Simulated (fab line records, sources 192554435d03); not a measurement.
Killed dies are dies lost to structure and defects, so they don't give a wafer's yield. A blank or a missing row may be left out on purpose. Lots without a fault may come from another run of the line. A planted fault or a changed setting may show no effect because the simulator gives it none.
Chamber matching | flow n5_finfet | N5_FIN_SAQP_PECVD_06 on pecvd-04: 3 sister chambers
The step deposits a-Si from SiH4/He, target thk 60 nm, time 48.1 s. 27 wafers are shown with their chamber, then 12 later ones without.

WAFERS WITH THEIR CHAMBER
wafer  | chamber | throttle_valve_pct (%) | showerhead_plenum_p_Torr (Torr) | heater_power_w (W)
L077.1 | 2       | 17.3                   | 5.67                            | 878
L077.2 | 0       | 19.3                   | 5.64                            | 850
L077.4 | 2       | 17.1                   | 5.67                            | 859
L079.2 | 0       | 19.0                   | 5.65                            | 866
L079.3 | 1       | 19.9                   | 5.66                            | 793
L079.5 | 0       | 19.2                   | 5.64                            | 838
L081.1 | 0       | 19.0                   | 5.65                            | 860
L081.3 | 2       | 16.9                   | 5.67                            | 834
L081.6 | 0       | 19.0                   | 5.63                            | 840
L083.3 | 0       | 19.2                   | 5.66                            | 883
L083.4 | 2       | 17.4                   | 5.67                            | 847
L083.6 | 0       | 18.8                   | 5.65                            | 848
L084.1 | 1       | 19.8                   | 5.64                            | 774
L084.5 | 0       | 18.9                   | 5.62                            | 768
L084.6 | 2       | 17.4                   | 5.68                            | 900
L087.1 | 2       | 17.3                   | 5.67                            | 781
L087.3 | 1       | 19.6                   | 5.66                            | 736
L087.5 | 2       | 17.5                   | 5.66                            | 782
L088.1 | 1       | 19.8                   | 5.67                            | 798
L088.2 | 0       | 19.0                   | 5.65                            | 821
L088.4 | 2       | 17.1                   | 5.67                            | 834
L091.4 | 0       | 19.0                   | 5.65                            | 847
L091.5 | 1       | 19.6                   | 5.65                            | 772
L091.6 | 2       | 17.3                   | 5.66                            | 773
L092.1 | 1       | 19.9                   | 5.66                            | 790
L092.2 | 0       | 18.9                   | 5.64                            | 823
L092.4 | 0       | 18.7                   | 5.65                            | 821

SIGNATURES (means of the wafers above)
reading                  | chamber 0 | chamber 1 | chamber 2 | scatter within a chamber
throttle_valve_pct       | 19.000    | 19.767    | 17.256    | 0.17
showerhead_plenum_p_Torr | 5.6442    | 5.6567    | 5.6689    | 0.00939
heater_power_w           | 838.75    | 777.17    | 832.00    | 34.3
Rule: a wafer's distance from a chamber is the root of the sum, over the readings, of the square of ((its reading less the chamber's mean) divided by the reading's scatter). The wafer belongs to the nearest chamber; if the next one is less than 2 further off, it can't be placed. The scatter: the root of (the sum of the squares of (reading less its chamber's mean) over the shown wafers, divided by (wafers less chambers)).

WAFERS WITHOUT THEIR CHAMBER
wafer  | throttle_valve_pct (%) | showerhead_plenum_p_Torr (Torr) | heater_power_w (W)
L093.1 | 19.7                   | 5.68                            | 774
L093.4 | 17.4                   | 5.68                            | 854
L093.5 | 19.9                   | 5.67                            | 767
L095.1 | 19.7                   | 5.67                            | 808
L095.3 | 17.3                   | 5.68                            | 869
L095.6 | 19.5                   | 5.66                            | 795
L096.1 | 17.4                   | 5.66                            | 825
L096.5 | 19.6                   | 5.67                            | 762
L096.6 | 17.2                   | 5.67                            | 803
L097.1 | 17.2                   | 5.69                            | 866
L097.2 | 18.8                   | 5.65                            | 886
L097.6 | 17.5                   | 5.67                            | 865

WHICH CHAMBER EACH WENT THROUGH
wafer  | from the rows above     | in truth
L093.1 | 1                       | 1
L093.4 | 2                       | 2
L093.5 | 1                       | 1
L095.1 | 1                       | 1
L095.3 | 2                       | 2
L095.6 | can't be placed: 1 or 0 | 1
L096.1 | 2                       | 2
L096.5 | 1                       | 1
L096.6 | 2                       | 2
L097.1 | 2                       | 2
L097.2 | 0                       | 0
L097.6 | 2                       | 2
Placed correctly: 11 of 12. Can't be placed from these rows: 1 (the true chamber is among the candidates in 1). Placed wrongly: 0.
